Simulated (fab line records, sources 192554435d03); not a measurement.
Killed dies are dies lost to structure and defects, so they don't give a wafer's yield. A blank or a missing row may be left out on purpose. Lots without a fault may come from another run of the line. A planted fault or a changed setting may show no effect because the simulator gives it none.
fab line records | flow n5_finfet
record lots=5 wafers=15 last_day=16
route steps=1938 shown BEOL_M3@974
lots that met no fault: from a run of the same line without faults
start_h: hours from the record's first day to the start of the lot's first wafer shown | wait_h: hours since the lot's step before | " the same as in the row above | L1.1+2: a row that stands for several wafers | - no value, or no start given | * or withheld: withheld | < > ~ a bound
route shown NAME@n: a module of which the file shows steps, and the number in the route of the first | usual: mean/standard deviation of fault-free wafers | same: alike in all rows | chamber/n: place in a boat | sites: the reading at each site | _std_site: their standard deviation | _edge_site: outer sites' mean less inner sites' | radius_mm: how far each site lies from the wafer's centre | mask NAME#n: copy n | behind: the tool/chamber that last shaped the wafer | hold: why the lot was held/for how many hours/how that ended | device: the transistor (n, p or np) that didn't switch | end of line: the same wafers' tests at the end of the route | a step without rows: its recipe alone | killed: dies lost to structure and defects at the first sort, not the wafer's yield | map: a wafer's dies, x killed, . not, _ none there
set.NAME: the setting as run; set.NAME@STEP: as run at that earlier step | model.NAME: the simulator's own value behind a step, which no gauge read
lots at some steps of the route; a table a step, a row a wafer
services: from which hour (start_h, from the record's first day; less than 0 if before it) a tool's chamber was out of use, for how many hours, and why
## steps
# step N5_BEOL_M3_ETCH_70
# recipe chemistry=N2/H2 target=SOC target_depth_a=800 overetch_a=160 mask_material=SiARC temp_c=40 time_s=120 ion_energy_ev=200 pressure_mtorr=30 source_w=840 bias_w=150 n2_flow_sccm=200 h2_flow_sccm=200
# usual drypump_motor_current_A=5.5/0.42 h2_flow_sccm=199.9/0.6 oes_product_au=0.62/0.055 rf_vpp_V=524.5/2.9 showerhead_plenum_p_Torr=2.56/0.11 throttle_valve_pct=17.71/0.21
# same time_s=120
# columns lot.wafer tool chamber start_h wait_h drypump_motor_current_A h2_flow_sccm oes_product_au rf_hours_counter_h rf_vpp_V showerhead_plenum_p_Torr throttle_valve_pct
L076.3 rie_diel-05 0 160.37 0.0 6.0 200.0 0.65 63 525.3 2.59 17.70
L076.5 " 1 " " 5.8 200.0 0.68 - 525.7 2.61 18.04
L076.6 " 2 " " 5.1 199.2 0.65 - 527.1 2.70 17.69
L075.1 rie_diel-05 2 160.84 0.0 5.1 200.9 0.64 62 529.4 2.70 17.70
L075.2 " 0 " " 6.0 199.9 0.64 64 525.7 2.59 17.70
L075.5 " 3 " " 5.2 200.4 0.67 - 525.3 2.61 17.89
L084.1 rie_diel-06 3 203.69 0.0 5.9 199.4 0.59 146 518.2 2.33 17.41
L084.3 " 2 " " 5.4 199.8 0.62 97 526.3 2.67 17.68
L084.6 " 2 " " 5.4 200.7 0.62 - 526.8 2.67 17.68
L091.1 rie_diel-05 2 243.95 0.0 5.1 201.0 0.63 85 526.7 2.69 17.74
L091.4 " 3 " " 5.1 200.8 0.64 65 524.7 2.60 17.92
L091.6 " 0 " " 6.1 199.2 0.62 - 525.2 2.58 17.72
L092.1 rie_diel-06 2 249.15 0.0 5.4 201.3 0.60 112 527.9 2.66 17.69
L092.3 " 0 " " 5.6 200.2 0.68 35 523.1 2.59 17.52
L092.6 " 2 " " 5.4 200.4 0.60 - 528.1 2.66 17.70
# step N5_BEOL_M3_STRIP_71
# recipe chemistry=N2/H2 temp_c=40 n2_flow_sccm=200 h2_flow_sccm=200 rf_frequency_hz=6e+07
# columns lot.wafer tool chamber start_h wait_h
L076.3+5+6 rie_diel-05 0,1,2 160.46 0.0
L075.1+2+5 rie_diel-05 2,0,3 160.92 0.0
L084.1+3+6 rie_diel-06 3,2,2 203.77 0.0
L091.1+4+6 rie_diel-05 2,3,0 244.03 0.0
L092.1+3+6 rie_diel-06 2,0,2 249.23 0.0
# step N5_BEOL_M3_STRIP_78
# recipe chemistry=N2/H2 temp_c=40 n2_flow_sccm=200 h2_flow_sccm=200 rf_frequency_hz=6e+07
# columns lot.wafer tool chamber start_h wait_h
L076.3+5+6 rie_diel-05 0,1,2 160.47 0.0
L075.1+2+5 rie_diel-05 2,0,3 160.93 0.0
L084.1+3+6 rie_diel-06 3,2,2 203.78 0.0
L091.1+4+6 rie_diel-05 2,3,0 244.04 0.0
L092.1+3+6 rie_diel-06 2,0,2 249.24 0.0
# step N5_BEOL_M3_VIA_ETCH_34
# recipe chemistry=C4F6/O2 target_depth_a=694 mask_material=SOC pressure_mtorr=15 ion_energy_ev=250 taper_deg=4 time_s=65.9 source_w=350 bias_w=170 Ar_flow_sccm=300 C4F6_flow_sccm=10 O2_flow_sccm=10
# usual C4F6_flow_sccm=9.997/0.028 O2_flow_sccm=10.00/0.033 drypump_motor_current_A=5.5/0.42 oes_product_au=0.81/0.074 rf_vpp_V=655/20 showerhead_plenum_p_Torr=2.86/0.1 throttle_valve_pct=30.67/0.24
# same time_s=65.9
# columns lot.wafer tool chamber start_h wait_h C4F6_flow_sccm O2_flow_sccm drypump_motor_current_A oes_product_au rf_hours_counter_h rf_vpp_V showerhead_plenum_p_Torr throttle_valve_pct
L076.3 rie_diel-05 0 160.48 0.0 9.957 9.97 6.1 0.84 63 670 2.87 30.48
L076.5 " 1 " " 9.975 10.02 5.8 0.90 - 647 2.93 31.34
L076.6 " 2 " " 10.004 9.98 5.1 0.85 - 680 2.98 30.61
L075.1 rie_diel-05 2 160.94 0.0 10.033 10.01 5.1 0.85 62 681 2.98 30.62
L075.2 " 0 " " 10.010 9.98 6.0 0.84 64 670 2.87 30.49
L075.5 " 3 " " 10.052 10.02 5.2 0.86 - 679 2.89 30.74
L084.1 rie_diel-06 3 203.79 0.0 9.992 9.93 5.9 0.77 146 631 2.63 30.51
L084.3 " 2 " " 9.963 9.99 5.4 0.82 97 649 2.98 30.50
L084.6 " 2 " " 9.942 9.98 5.4 0.83 - 649 2.98 30.49
L091.1 rie_diel-05 2 244.05 0.0 9.985 9.98 5.1 0.81 85 679 2.97 30.63
L091.4 " 3 " " 9.955 9.99 5.2 0.82 65 680 2.88 30.78
L091.6 " 0 " " 10.016 9.97 6.0 0.81 - 671 2.86 30.52
L092.1 rie_diel-06 2 249.25 0.0 10.043 10.01 5.4 0.81 113 650 2.97 30.51
L092.3 " 0 " " 9.978 9.94 5.6 0.90 35 673 2.89 30.63
L092.6 " 2 " " 10.032 10.04 5.4 0.81 - 650 2.97 30.51
# step N5_BEOL_M3_STRIP_83
# recipe chemistry=C4F6/O2 resist=SiARC rf_frequency_hz=6e+07
# columns lot.wafer tool chamber start_h wait_h
L076.3+5+6 rie_diel-05 0,1,2 160.53 0.0
L075.1+2+5 rie_diel-05 2,0,3 160.99 0.0
L084.1+3+6 rie_diel-06 3,2,2 203.84 0.0
L091.1+4+6 rie_diel-05 2,3,0 244.10 0.0
L092.1+3+6 rie_diel-06 2,0,2 249.30 0.0
# step N5_BEOL_M3_STRIP_36
# recipe chemistry=N2/H2 power_w=450 temp_c=40 pressure_mtorr=20 rf_frequency_hz=6e+07 overash_fraction=0.3 bias_power_w=7 h2_frac=0.5 n2_flow_sccm=200 h2_flow_sccm=200
# usual drypump_motor_current_A=5.5/0.42 h2_flow_sccm=200.1/0.67 oes_product_au=0.81/0.075 rf_vpp_V=59.3/1.6 showerhead_plenum_p_Torr=2.56/0.11 throttle_valve_pct=23.5/0.35
# columns lot.wafer tool chamber start_h wait_h drypump_motor_current_A h2_flow_sccm oes_product_au rf_hours_counter_h rf_vpp_V showerhead_plenum_p_Torr throttle_valve_pct
L076.3 rie_diel-05 0 160.54 0.0 6.1 199.2 0.84 63 60.4 2.59 23.4
L076.5 " 1 " " 5.8 200.0 0.91 - 59.8 2.61 24.3
L076.6 " 2 " " 5.1 200.7 0.84 - 60.5 2.70 23.7
L075.1 rie_diel-05 2 161.00 0.0 5.1 200.8 0.83 62 60.1 2.70 23.7
L075.2 " 0 " " 6.1 200.1 0.84 64 59.6 2.59 23.4
L075.5 " 3 " " 5.2 200.0 0.84 - 60.0 2.61 23.9
L084.1 rie_diel-06 3 203.85 0.0 5.9 198.8 0.80 146 61.1 2.32 23.1
L084.3 " 2 " " 5.4 201.4 0.83 97 59.8 2.67 23.5
L084.6 " 2 " " 5.4 200.8 0.83 - 58.1 2.67 23.5
L091.1 rie_diel-05 2 244.11 0.0 5.1 200.1 0.80 85 61.9 2.69 23.7
L091.4 " 3 " " 5.2 199.9 0.82 65 56.7 2.60 24.0
L091.6 " 0 " " 6.1 201.2 0.82 - 61.1 2.57 23.5
L092.1 rie_diel-06 2 249.31 0.0 5.4 201.4 0.81 113 58.1 2.66 23.5
L092.3 " 0 " " 5.7 200.3 0.90 36 60.4 2.59 23.3
L092.6 " 2 " " 5.4 199.4 0.80 - 57.1 2.66 23.5
# step N5_BEOL_M3_TRENCH_ETCH_37
# recipe chemistry=C4F6/O2 target_depth_a=555.55 target=SiOC time_s=29.2 ion_energy_ev=250 pressure_mtorr=30 source_w=355 bias_w=185 Ar_flow_sccm=300 C4F6_flow_sccm=10 O2_flow_sccm=10
# usual C4F6_flow_sccm=10.00/0.03 O2_flow_sccm=10.00/0.035 drypump_motor_current_A=5.5/0.42 oes_product_au=0.81/0.074 rf_vpp_V=654/21 showerhead_plenum_p_Torr=2.86/0.1 throttle_valve_pct=20.75/0.15
# same time_s=29.2
# columns lot.wafer tool chamber start_h wait_h C4F6_flow_sccm O2_flow_sccm drypump_motor_current_A oes_product_au rf_hours_counter_h rf_vpp_V showerhead_plenum_p_Torr throttle_valve_pct
L076.3 rie_diel-05 0 - - 10.02 9.99 6.1 0.84 63 671 2.87 20.69
L076.5 " 1 " " 10.00 9.98 5.8 0.90 - 647 2.93 21.02
L076.6 " 2 " " 9.98 9.96 5.1 0.85 - 679 2.98 20.56
L075.1 rie_diel-05 2 - - 9.99 9.99 5.1 0.85 62 680 2.98 20.58
L075.2 " 0 " " 9.99 9.98 6.0 0.84 64 672 2.87 20.70
L075.5 " 3 " " 9.98 9.96 5.2 0.87 - 680 2.90 20.73
L084.1 rie_diel-06 3 - - 9.99 10.06 5.9 0.78 146 632 2.64 20.56
L084.3 " 2 " " 10.00 9.96 5.4 0.82 97 648 2.98 20.69
L084.6 " 2 " " 9.98 9.97 5.4 0.83 - 647 2.98 20.68
L091.1 rie_diel-05 2 - - 10.02 9.99 5.1 0.81 85 681 2.97 20.62
L091.4 " 3 " " 10.02 10.02 5.2 0.81 65 681 2.88 20.77
L091.6 " 0 " " 10.01 10.01 6.1 0.81 - 669 2.86 20.74
L092.1 rie_diel-06 2 - - 10.03 10.03 5.4 0.81 113 648 2.97 20.72
L092.3 " 0 " " 10.05 10.01 5.6 0.90 36 675 2.90 20.64
L092.6 " 2 " " 10.01 10.02 5.4 0.81 - 649 2.97 20.72
# step N5_BEOL_M3_ETCH_41
# recipe chemistry=CH3F/O2 target=SiCN target_depth_a=299 taper_deg=2 time_s=52.5 ion_energy_ev=120 mask_material=TiN pressure_mtorr=30 source_w=395 bias_w=75 Ar_flow_sccm=150 CH3F_flow_sccm=30 O2_flow_sccm=20
# usual O2_flow_sccm=20.00/0.06 drypump_motor_current_A=5.5/0.42 oes_product_au=0.80/0.074 rf_vpp_V=297.6/1.8 showerhead_plenum_p_Torr=2.01/0.076 throttle_valve_pct=16.20/0.15
# same time_s=52.5
# columns lot.wafer tool chamber start_h wait_h O2_flow_sccm drypump_motor_current_A oes_product_au rf_hours_counter_h rf_vpp_V showerhead_plenum_p_Torr throttle_valve_pct
L076.3 rie_diel-05 0 - - 20.08 6.1 0.84 63 297.9 2.02 16.17
L076.5 " 1 " " 19.95 5.8 0.90 - 297.7 2.06 16.35
L076.6 " 2 " " 20.11 5.1 0.85 - 299.2 2.10 16.07
L075.1 rie_diel-05 2 - - 19.84 5.1 0.83 62 300.2 2.10 16.06
L075.2 " 0 " " 19.94 6.0 0.84 64 298.9 2.02 16.16
L075.5 " 3 " " 19.88 5.2 0.84 - 299.0 2.04 16.14
L084.1 rie_diel-06 3 - - 20.07 5.9 0.78 146 294.3 1.85 16.06
L084.3 " 2 " " 20.12 5.4 0.82 97 298.6 2.10 16.19
L084.6 " 2 " " 19.97 5.4 0.83 - 300.5 2.10 16.17
L091.1 rie_diel-05 2 - - 20.04 5.1 0.82 85 301.7 2.10 16.10
L091.4 " 3 " " 19.93 5.2 0.82 65 297.4 2.03 16.20
L091.6 " 0 " " 20.02 6.1 0.81 - 297.5 2.01 16.20
L092.1 rie_diel-06 2 - - 20.03 5.4 0.81 113 299.1 2.09 16.20
L092.3 " 0 " " 20.02 5.6 0.91 36 298.2 2.03 16.07
L092.6 " 2 " " 20.08 5.4 0.80 - 299.8 2.10 16.21
# step N5_BEOL_M3_STRIP_97
# recipe chemistry=N2/H2 time_s=10 power_w=450 temp_c=40 pressure_mtorr=20 rf_frequency_hz=6e+07 bias_power_w=7 n2_flow_sccm=200 h2_flow_sccm=200
# usual drypump_motor_current_A=5.5/0.42 h2_flow_sccm=200.0/0.57 oes_product_au=0.81/0.074 rf_vpp_V=59.2/0.95 showerhead_plenum_p_Torr=2.56/0.11 throttle_valve_pct=23.5/0.35
# same time_s=10
# columns lot.wafer tool chamber start_h wait_h drypump_motor_current_A h2_flow_sccm oes_product_au rf_hours_counter_h rf_vpp_V showerhead_plenum_p_Torr throttle_valve_pct
L076.3 rie_diel-05 0 - - 6.1 200.4 0.84 63 60.3 2.58 23.4
L076.5 " 1 " " 5.8 199.7 0.90 - 59.5 2.61 24.3
L076.6 " 2 " " 5.1 199.2 0.84 - 59.4 2.70 23.7
L075.1 rie_diel-05 2 - - 5.1 199.6 0.83 62 60.3 2.70 23.7
L075.2 " 0 " " 6.0 200.6 0.83 64 58.1 2.58 23.4
L075.5 " 3 " " 5.2 201.0 0.85 - 59.4 2.61 23.9
L084.1 rie_diel-06 3 - - 5.9 199.9 0.78 146 57.8 2.32 23.2
L084.3 " 2 " " 5.4 199.8 0.83 97 58.8 2.67 23.5
L084.6 " 2 " " 5.4 201.2 0.83 - 59.6 2.67 23.5
L091.1 rie_diel-05 2 - - 5.1 199.7 0.81 85 60.1 2.69 23.7
L091.4 " 3 " " 5.2 200.3 0.82 65 58.6 2.60 23.9
L091.6 " 0 " " 6.0 200.8 0.81 - 59.0 2.57 23.5
L092.1 rie_diel-06 2 - - 5.4 199.5 0.81 113 61.0 2.66 23.5
L092.3 " 0 " " 5.7 199.8 0.90 36 57.9 2.59 23.3
L092.6 " 2 " " 5.4 199.1 0.81 - 60.5 2.66 23.5
# step N5_BEOL_M3_OCD_MEAS_38
# usual trench_depth_nm=55.3/1.3
# columns lot.wafer tool chamber start_h wait_h trench_depth_nm
L076.3 ocd-01 - 160.73 - 53.8
L076.5 " - " " 55.1
L076.6 " - " " 55.6
L075.1 ocd-01 - 161.19 - 56.0
L075.2 " - " " 56.0
L075.5 " - " " 54.4
L084.1 ocd-01 - 204.04 - 55.2
L084.3 " - " " 57.8
L084.6 " - " " 58.4
L091.1 ocd-02 - 244.30 - 55.3
L091.4 " - " " 53.2
L091.6 " - " " 54.0
L092.1 ocd-01 - 249.51 - 57.8
L092.3 " - " " 56.2
L092.6 " - " " 57.9
# step N5_BEOL_M3_HM_STRIP_39
# recipe chemistry=peroxide_tin_strip material=TiN target_depth_a=250 temp_c=50 time_s=158
# same time_s=158
# columns lot.wafer tool chamber start_h wait_h
L076.3+5+6 wet_bench-05 6,2,7 160.76 0.0
L075.1+2+5 wet_bench-05 2,7,1 161.23 0.0
L084.1+3+6 wet_bench-01 2,0,5 204.15 0.1
L091.1+4+6 wet_bench-05 0,7,3 244.33 0.0
L092.1+3+6 wet_bench-06 2,3,5 249.54 0.0
# step N5_BEOL_M3_SRD_40
# recipe time_s=30 temp_c=23 rinse_liquid=diw dry=ipa_marangoni
# same time_s=30
# columns lot.wafer tool chamber start_h wait_h
L076.3+5+6 wet_bench-05 6,2,7 160.81 0.0
L075.1+2+5 wet_bench-05 2,7,1 161.27 0.0
L084.1+3+6 wet_bench-01 2,0,5 204.20 0.0
L091.1+4+6 wet_bench-05 0,7,3 244.38 0.0
L092.1+3+6 wet_bench-06 2,3,5 249.59 0.0
# step N5_BEOL_M3_PRECLEAN_42
# recipe chemistry=residue_remover time_s=60 temp_c=40
# same time_s=60
# columns lot.wafer tool chamber start_h wait_h
L076.3+5+6 wet_bench-05 6,2,7 160.82 0.0
L075.1+2+5 wet_bench-05 2,7,1 161.29 0.0
L084.1+3+6 wet_bench-01 2,0,5 204.22 0.0
L091.1+4+6 wet_bench-05 0,7,3 244.40 0.0
L092.1+3+6 wet_bench-06 2,3,5 249.60 0.0
# step N5_BEOL_M3_SRD_43
# recipe time_s=30 temp_c=23 rinse_liquid=diw dry=ipa_marangoni
# same time_s=30
# columns lot.wafer tool chamber start_h wait_h
L076.3+5+6 wet_bench-05 6,2,7 160.84 0.0
L075.1+2+5 wet_bench-05 2,7,1 161.31 0.0
L084.1+3+6 wet_bench-01 2,0,5 204.23 0.0
L091.1+4+6 wet_bench-05 0,7,3 244.41 0.0
L092.1+3+6 wet_bench-06 2,3,5 249.62 0.0
# step N5_BEOL_M3_CD_MEAS_35
# recipe target_cd_nm=18 target_cd_y_nm=21 polarity=opening
# usual cd_nm=18.1/0.46
# columns lot.wafer tool chamber start_h wait_h cd_nm
L076.3 cd_sem-03 - 160.88 0.0 17.6
L076.5 " - " " 17.6
L076.6 " - " " 18.1
L075.1 cd_sem-03 - 161.34 0.0 18.0
L075.2 " - " " 17.9
L075.5 " - " " 18.1
L084.1 cd_sem-02 - 204.27 0.0 17.8
L084.3 " - " " 18.3
L084.6 " - " " 18.4
L091.1 cd_sem-01 - 244.46 0.0 18.5
L091.4 " - " " 18.8
L091.6 " - " " 18.3
L092.1 cd_sem-03 - 249.66 0.0 18.3
L092.3 " - " " 17.6
L092.6 " - " " 18.2
# step N5_BEOL_M3_DEGAS_44
# recipe ambient=vacuum temp_c=250 time_s=60
# usual heater_power_w=322/44
# same time_s=60
# columns lot.wafer tool chamber start_h wait_h heater_power_w
L076.3 pvd_sputter-02 - 161.08 0.2 301
L076.5 " - " " 276
L076.6 " - " " 282
L075.1 pvd_sputter-02 - 161.44 0.1 287
L075.2 " - " " 283
L075.5 " - " " 284
L084.1 pvd_sputter-02 - 204.81 0.5 292
L084.3 " - " " 278
L084.6 " - " " 352
L091.1 pvd_sputter-01 - 244.51 0.1 347
L091.4 " - " " 366
L091.6 " - " " 288
L092.1 pvd_sputter-03 - 250.52 0.9 306
L092.3 " - " " 307
L092.6 " - " " 306
# step N5_BEOL_M3_PRE_CLEAN_45
# recipe gas=H2/He time_s=30 temp_c=250
# usual heater_power_w=321/43
# same time_s=30
# columns lot.wafer tool chamber start_h wait_h heater_power_w
L076.3 pvd_sputter-02 - 161.12 0.0 287
L076.5 " - " " 274
L076.6 " - " " 283
L075.1 pvd_sputter-02 - 161.48 0.0 286
L075.2 " - " " 287
L075.5 " - " " 287
L084.1 pvd_sputter-02 - 204.85 0.0 287
L084.3 " - " " 282
L084.6 " - " " 360
L091.1 pvd_sputter-01 - 244.55 0.0 350
L091.4 " - " " 366
L091.6 " - " " 291
L092.1 pvd_sputter-03 - 250.56 0.0 303
L092.3 " - " " 300
L092.6 " - " " 312
# step N5_BEOL_M3_ALD_84
# recipe material=TaN target_thk_a=* temp_c=275 ald_precursor_family=PDMAT ald_co_reactant=NH3 pressure_torr=3 carrier_flow_sccm=1500 pulse_time_s=2 purge_time_s=3 co_reactant_purge_time_s=2 co_reactant_pulse_time_s=3 ald_cycles=30 precursor_vessel_temp_c=75 precursor_vessel_pressure_torr=26.25 precursor_vessel_carrier_sccm=1000
# usual chamber_pressure_Torr=3.000/0.007 heater_power_w=437/55
# same purge_time_s=3
# columns lot.wafer tool chamber start_h wait_h chamber_pressure_Torr heater_power_w
L076.3 ald_metal-02 0 161.27 0.1 2.996 396
L076.5 " 3 " " 2.991 446
L076.6 " 2 " " 3.006 399
L075.1 ald_metal-03 1 161.55 0.0 3.002 409
L075.2 " 0 " " 3.004 449
L075.5 " 2 " " 3.004 546
L084.1 ald_metal-04 3 204.91 0.0 2.994 355
L084.3 " 2 " " 2.999 415
L084.6 " 0 " " 2.997 488
L091.1 ald_metal-03 3 244.64 0.1 3.003 394
L091.4 " 2 " " 2.998 515
L091.6 " 1 " " 2.990 412
L092.1 ald_metal-02 2 250.62 0.0 3.014 387
L092.3 " 3 " " 2.997 451
L092.6 " 3 " " 2.999 455
# step N5_BEOL_M3_SURFACE_TREAT_85
# recipe gas=Ar time_s=* ion_energy_ev=* ion_current_ma_cm2=0.5 pressure_mtorr=* ar_flow_sccm=30
# usual throttle_valve_pct=*
# same time_s=*
# columns lot.wafer tool chamber start_h wait_h throttle_valve_pct
L076.3 pvd_sputter-03 - 161.49 0.1 *
L076.5 " - " " *
L076.6 " - " " *
L075.1 pvd_sputter-02 - 161.77 0.1 *
L075.2 " - " " *
L075.5 " - " " *
L084.1 pvd_sputter-02 - 205.19 0.2 *
L084.3 " - " " *
L084.6 " - " " *
L091.1 pvd_sputter-02 - 244.90 0.2 *
L091.4 " - " " *
L091.6 " - " " *
L092.1 pvd_sputter-03 - 250.94 0.2 *
L092.3 " - " " *
L092.6 " - " " *
# step N5_BEOL_M3_CVD_47
# recipe material=Co target_thk_a=30 temp_c=withheld precursor=CCTBA/H2 pressure_torr=30 time_s=223.8
# usual chamber_pressure_Torr=29.99/0.07
# same time_s=223.8
# columns lot.wafer tool chamber start_h wait_h chamber_pressure_Torr
L076.3 cvd_co-01 0 161.58 0.1 30.01
L076.5 " 2 " " 29.99
L076.6 " 1 " " 30.02
L075.1 cvd_co-02 0 161.83 0.0 30.05
L075.2 " 1 " " 29.87
L075.5 " 0 " " 30.07
L084.1 cvd_co-02 1 205.29 0.1 29.96
L084.3 " 2 " " 29.98
L084.6 " 2 " " 30.08
L091.1 cvd_co-01 0 244.98 0.1 29.96
L091.4 " 1 " " 29.88
L091.6 " 2 " " 29.97
L092.1 cvd_co-01 1 251.00 0.0 30.02
L092.3 " 0 " " 30.06
L092.6 " 0 " " 29.90
# step N5_BEOL_M3_SPUTTER_48
# recipe material=Cu target_thk_a=45 temp_c=-20 chamber_pressure_pa=0.07 power_w=withheld time_s=8.29
# usual throttle_valve_pct=29.7/0.92
# same time_s=8.29
# columns lot.wafer tool chamber start_h wait_h throttle_valve_pct
L076.3 pvd_sputter-03 - 161.75 0.1 27.3
L076.5 " - " " 29.9
L076.6 " - " " 29.6
L075.1 pvd_sputter-01 - 161.99 0.1 30.2
L075.2 " - " " 29.9
L075.5 " - " " 30.3
L084.1 pvd_sputter-02 - 205.69 0.3 31.3
L084.3 " - " " 29.8
L084.6 " - " " 31.2
L091.1 pvd_sputter-02 - 245.34 0.3 28.7
L091.4 " - " " 30.1
L091.6 " - " " 31.0
L092.1 pvd_sputter-02 - 251.17 0.1 30.9
L092.3 " - " " 29.0
L092.6 " - " " 29.9
# step N5_BEOL_M3_ANNEAL_49
# recipe temp_c=400 time_s=240 ambient=vacuum
# usual heater_power_w=797/98
# same time_s=240
# columns lot.wafer tool chamber start_h wait_h heater_power_w
L076.3 pvd_sputter-03 - 161.83 0.0 1080
L076.5 " - " " 767
L076.6 " - " " 859
L075.1 pvd_sputter-01 - 162.07 0.0 920
L075.2 " - " " 732
L075.5 " - " " 748
L084.1 pvd_sputter-02 - 205.77 0.0 711
L084.3 " - " " 705
L084.6 " - " " 720
L091.1 pvd_sputter-02 - 245.42 0.0 723
L091.4 " - " " 708
L091.6 " - " " 704
L092.1 pvd_sputter-02 - 251.25 0.0 711
L092.3 " - " " 893
L092.6 " - " " 705
# step N5_BEOL_M3_SPUTTER_79
# recipe material=Cu target_thk_a=45 temp_c=-20 chamber_pressure_pa=0.07 power_w=withheld time_s=8.29
# usual throttle_valve_pct=29.7/0.92
# same time_s=8.29
# columns lot.wafer tool chamber start_h wait_h throttle_valve_pct
L076.3 pvd_sputter-03 - 161.97 0.1 27.7
L076.5 " - " " 29.7
L076.6 " - " " 29.7
L075.1 pvd_sputter-01 - 162.21 0.1 30.3
L075.2 " - " " 30.3
L075.5 " - " " 30.2
L084.1 pvd_sputter-02 - 205.91 0.1 31.4
L084.3 " - " " 29.5
L084.6 " - " " 31.1
L091.1 pvd_sputter-02 - 245.56 0.1 29.1
L091.4 " - " " 29.7
L091.6 " - " " 30.8
L092.1 pvd_sputter-02 - 251.39 0.1 31.1
L092.3 " - " " 29.3
L092.6 " - " " 29.9
# step N5_BEOL_M3_ANNEAL_80
# recipe temp_c=400 time_s=240 ambient=vacuum
# usual heater_power_w=800/100
# same time_s=240
# columns lot.wafer tool chamber start_h wait_h heater_power_w
L076.3 pvd_sputter-03 - 162.05 0.0 1063
L076.5 " - " " 773
L076.6 " - " " 860
L075.1 pvd_sputter-01 - 162.29 0.0 892
L075.2 " - " " 725
L075.5 " - " " 746
L084.1 pvd_sputter-02 - 205.99 0.0 721
L084.3 " - " " 717
L084.6 " - " " 702
L091.1 pvd_sputter-02 - 245.64 0.0 716
L091.4 " - " " 693
L091.6 " - " " 698
L092.1 pvd_sputter-02 - 251.47 0.0 705
L092.3 " - " " 872
L092.6 " - " " 710
# step N5_BEOL_M3_SPUTTER_81
# recipe material=Cu target_thk_a=45 temp_c=-20 chamber_pressure_pa=0.07 power_w=withheld time_s=8.29
# usual throttle_valve_pct=29.7/0.9
# same time_s=8.29
# columns lot.wafer tool chamber start_h wait_h throttle_valve_pct
L076.3 pvd_sputter-03 - 162.19 0.1 27.6
L076.5 " - " " 29.6
L076.6 " - " " 29.7
L075.1 pvd_sputter-01 - 162.43 0.1 30.4
L075.2 " - " " 30.3
L075.5 " - " " 29.9
L084.1 pvd_sputter-02 - 206.13 0.1 31.0
L084.3 " - " " 29.6
L084.6 " - " " 31.1
L091.1 pvd_sputter-02 - 245.78 0.1 28.7
L091.4 " - " " 29.7
L091.6 " - " " 31.1
L092.1 pvd_sputter-02 - 251.61 0.1 31.2
L092.3 " - " " 29.2
L092.6 " - " " 29.7
# step N5_BEOL_M3_ANNEAL_82
# recipe temp_c=400 time_s=240 ambient=vacuum
# usual heater_power_w=796/99
# same time_s=240
# columns lot.wafer tool chamber start_h wait_h heater_power_w
L076.3 pvd_sputter-03 - 162.27 0.0 1052
L076.5 " - " " 748
L076.6 " - " " 848
L075.1 pvd_sputter-01 - 162.51 0.0 892
L075.2 " - " " 731
L075.5 " - " " 714
L084.1 pvd_sputter-02 - 206.21 0.0 700
L084.3 " - " " 713
L084.6 " - " " 699
L091.1 pvd_sputter-02 - 245.86 0.0 699
L091.4 " - " " 704
L091.6 " - " " 722
L092.1 pvd_sputter-02 - 251.69 0.0 690
L092.3 " - " " 879
L092.6 " - " " 719
# step N5_BEOL_M3_SPUTTER_86
# recipe material=Cu target_thk_a=45 temp_c=-20 chamber_pressure_pa=0.07 power_w=withheld time_s=8.29
# usual throttle_valve_pct=29.7/0.91
# same time_s=8.29
# columns lot.wafer tool chamber start_h wait_h throttle_valve_pct
L076.3 pvd_sputter-03 - 162.41 0.1 27.6
L076.5 " - " " 29.7
L076.6 " - " " 29.7
L075.1 pvd_sputter-01 - 162.65 0.1 30.3
L075.2 " - " " 30.2
L075.5 " - " " 30.0
L084.1 pvd_sputter-02 - 206.35 0.1 31.2
L084.3 " - " " 29.7
L084.6 " - " " 31.2
L091.1 pvd_sputter-02 - 246.00 0.1 29.1
L091.4 " - " " 29.9
L091.6 " - " " 30.9
L092.1 pvd_sputter-02 - 251.83 0.1 31.0
L092.3 " - " " 29.0
L092.6 " - " " 29.9
# step N5_BEOL_M3_ANNEAL_87
# recipe temp_c=400 time_s=240 ambient=vacuum
# usual heater_power_w=798/100
# same time_s=240
# columns lot.wafer tool chamber start_h wait_h heater_power_w
L076.3 pvd_sputter-03 - 162.49 0.0 1058
L076.5 " - " " 765
L076.6 " - " " 853
L075.1 pvd_sputter-01 - 162.73 0.0 915
L075.2 " - " " 702
L075.5 " - " " 720
L084.1 pvd_sputter-02 - 206.43 0.0 719
L084.3 " - " " 703
L084.6 " - " " 720
L091.1 pvd_sputter-02 - 246.08 0.0 701
L091.4 " - " " 707
L091.6 " - " " 701
L092.1 pvd_sputter-02 - 251.91 0.0 711
L092.3 " - " " 863
L092.6 " - " " 689
# step N5_BEOL_M3_SPUTTER_88
# recipe material=Cu target_thk_a=45 temp_c=-20 chamber_pressure_pa=0.07 power_w=withheld time_s=8.29
# usual throttle_valve_pct=29.7/0.91
# same time_s=8.29
# columns lot.wafer tool chamber start_h wait_h throttle_valve_pct
L076.3 pvd_sputter-03 - 162.63 0.1 27.8
L076.5 " - " " 29.6
L076.6 " - " " 29.7
L075.1 pvd_sputter-01 - 162.87 0.1 30.4
L075.2 " - " " 30.2
L075.5 " - " " 30.0
L084.1 pvd_sputter-02 - 206.57 0.1 31.2
L084.3 " - " " 29.8
L084.6 " - " " 30.9
L091.1 pvd_sputter-02 - 246.22 0.1 28.5
L091.4 " - " " 29.9
L091.6 " - " " 31.0
L092.1 pvd_sputter-02 - 252.05 0.1 31.0
L092.3 " - " " 29.0
L092.6 " - " " 29.7
# step N5_BEOL_M3_ANNEAL_89
# recipe temp_c=400 time_s=240 ambient=vacuum
# usual heater_power_w=797/97
# same time_s=240
# columns lot.wafer tool chamber start_h wait_h heater_power_w
L076.3 pvd_sputter-03 - 162.71 0.0 1031
L076.5 " - " " 766
L076.6 " - " " 835
L075.1 pvd_sputter-01 - 162.95 0.0 900
L075.2 " - " " 714
L075.5 " - " " 737
L084.1 pvd_sputter-02 - 206.65 0.0 721
L084.3 " - " " 705
L084.6 " - " " 711
L091.1 pvd_sputter-02 - 246.30 0.0 736
L091.4 " - " " 706
L091.6 " - " " 700
L092.1 pvd_sputter-02 - 252.13 0.0 708
L092.3 " - " " 892
L092.6 " - " " 707
## services
# columns tool chamber start_h hours kind
ald_metal-03 3 136.57 3.6 repair
cvd_co-02 0 174.69 6.3 repair
wet_bench-06 - 187.76 40.5 repair
rie_diel-05 2 208.68 3.8 repair
cvd_co-01 - 219.58 0.3 repair
rie_diel-05 0 221.63 2.8 repair
cvd_co-02 - 221.99 6.9 pm
rie_diel-06 1 237.52 - clean
rie_diel-06 1 237.52 - consumable_replace:focus_ring
rie_diel-06 1 237.52 21.4 scheduled_down
rie_diel-06 1 237.52 21.4 vent_cycle
## key
fault none
